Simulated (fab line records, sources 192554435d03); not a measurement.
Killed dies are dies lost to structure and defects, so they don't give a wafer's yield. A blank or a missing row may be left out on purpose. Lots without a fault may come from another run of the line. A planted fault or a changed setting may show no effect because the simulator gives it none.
Chamber matching | flow n5_finfet | N5_FIN_SAQP_ALD_61 on ald_sin-02: 4 sister chambers
The step deposits SiO2, target thk 4 nm, pulse time 1 s, purge time 2 s. 4 wafers are shown with their chamber, then 8 later ones without.

WAFERS WITH THEIR CHAMBER
wafer  | chamber | heater_power_w (W)
L076.3 | 0       | 534
L078.4 | 3       | 418
L078.6 | 1       | 393
L083.3 | 2       | 396

WAFERS WITHOUT THEIR CHAMBER
wafer  | heater_power_w (W)
L083.4 | 526
L083.5 | 396
L087.1 | 521
L087.4 | 394
L087.5 | 398
L090.1 | 390
L090.2 | 396
L090.6 | 410

WHICH CHAMBER EACH WENT THROUGH
wafer  | from the rows above          | in truth
L083.4 | 0                            | 0
L083.5 | can't be placed: 2 or 1      | 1
L087.1 | 0                            | 0
L087.4 | can't be placed: 1 or 2      | 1
L087.5 | can't be placed: 2 or 1      | 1
L090.1 | can't be placed: 1 or 2      | 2
L090.2 | can't be placed: 2 or 1      | 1
L090.6 | can't be placed: 3 or 2 or 1 | 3
Placed correctly: 2 of 8. Can't be placed from these rows: 6 (the true chamber is among the candidates in 6). Placed wrongly: 0.
How it was worked out, from the rows above alone: a wafer's distance from a chamber is the root of the sum, over the readings, of the square of ((its reading less the chamber's mean) divided by the reading's scatter). The wafer belongs to the nearest chamber; if the next one is less than 2 further off, it can't be placed. A chamber's mean is the mean of its shown wafers. The scatter: with one shown wafer a chamber, the root of the mean of the squares of how far each hidden wafer lies from its nearest shown one.
